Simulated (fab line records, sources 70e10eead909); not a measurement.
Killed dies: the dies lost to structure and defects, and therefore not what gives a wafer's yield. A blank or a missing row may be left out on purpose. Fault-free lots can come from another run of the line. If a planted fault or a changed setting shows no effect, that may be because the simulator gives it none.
A struck lot beside a sound one    flow nand harc    13 steps out of a route of 1302
Sound: wafers L546.2, L546.3, L546.4. Wafers L550.3, L550.4, L550.6 were the ones struck. Last of all comes the cause.
For every step that has rows: the tool of each side, followed by ch and its chambers, followed by its first start. Under that, the readings that differ: sound wafers    struck wafers    difference of the means    sigmas: that difference in standard deviations of wafers without a fault.
alike: readings with means less than 2 such deviations apart, plus words and numbers identical on both sides. not compared: withheld readings, readings lacking a value on some wafer, bounds such as >300 that could conceal the same value, and numbers that have no deviation in the record and whose values overlap.
Wherever a step has rows on one side only, a row that says differs or no value, or a row with sigmas, the two part there. Non-overlapping numbers with no deviation appear without sigmas and do not part them. Lack of a reading on every wafer of one side parts them only where that side has two or more wafers.

first, 5 steps without rows for these wafers: NHARC_A_STAIRCASE_EBR_213; NHARC_A_STAIRCASE_EXPOSE_214 (exposes mask STAIR 3); NHARC_A_STAIRCASE_PEB_215 (peb time 130 s); NHARC_A_STAIRCASE_DEVELOP_216 (time 140 s); NHARC_A_STAIRCASE_HARDBAKE_218 (time 140 s).
NHARC_A_STAIRCASE_DESCUM_219: chemistry O2, time 3 s.
  sound on rie diel-13 ch 0,2,3, day 16 08:59; struck on rie diel-13 ch 1,2,3, day 17 19:29
  alike: drypump motor current A, mfc ar sccm, oes product au, rf vpp V, showerhead plenum p Torr, throttle valve pct
  not compared: rf hours counter h
then, 2 steps without rows for these wafers: NHARC_A_STAIRCASE_TRIM_220 (chemistry O2, time 211.2 s); NHARC_A_STAIRCASE_ETCH_221 (etches the open film in C4F8/O2, target depth 100 nm, time 40.5 s).
NHARC_A_STAIRCASE_TRIM_222: chemistry O2, time 211.2 s.
  sound on rie diel-13 ch 0,1,2; struck on rie diel-13 ch 2,3
  alike: drypump motor current A, mfc ar sccm, oes product au, rf vpp V, showerhead plenum p Torr, throttle valve pct
  not compared: rf hours counter h
NHARC_A_STAIRCASE_ETCH_223: etches the open film in C4F8/O2, target depth 100 nm, time 40.5 s.
  sound on rie diel-13 ch 0,1,2; struck on rie diel-13 ch 1,3
  alike: bias w, chamber pressure mTorr, oes product au, rf vpp V
  not compared: rf hours counter h
NHARC_A_STAIRCASE_TRIM_224: chemistry O2, time 211.2 s.
  sound on rie diel-13 ch 1,2,3; struck on rie diel-13 ch 2,3
  alike: drypump motor current A, mfc ar sccm, oes product au, rf vpp V, showerhead plenum p Torr, throttle valve pct
  not compared: rf hours counter h
NHARC_A_STAIRCASE_ETCH_225: etches the open film in C4F8/O2, target depth 100 nm, time 40.5 s.
  sound on rie diel-13 ch 1,2,3, day 16 09:41; struck on rie diel-13 ch 0,1,2, day 17 20:11
  no value came back on the struck wafers for any of 5 readings (bias w (W), chamber pressure mTorr (mTorr) and others); on the sound wafers bias w (W) reads 997 999 998
NHARC_A_STAIRCASE_TRIM_226: chemistry O2, time 211.2 s.
  sound on rie diel-13 ch 1,2,3; struck on rie diel-13 ch 0,1,2
  alike: drypump motor current A, mfc ar sccm, oes product au, rf vpp V, showerhead plenum p Torr, throttle valve pct
  not compared: rf hours counter h

WHERE THEY PART
NHARC_A_STAIRCASE_ETCH_225 only, going by this record. Later steps at which nothing parts them and some readings are alike: NHARC_A_STAIRCASE_TRIM_226.

WHY: what the simulator had put in
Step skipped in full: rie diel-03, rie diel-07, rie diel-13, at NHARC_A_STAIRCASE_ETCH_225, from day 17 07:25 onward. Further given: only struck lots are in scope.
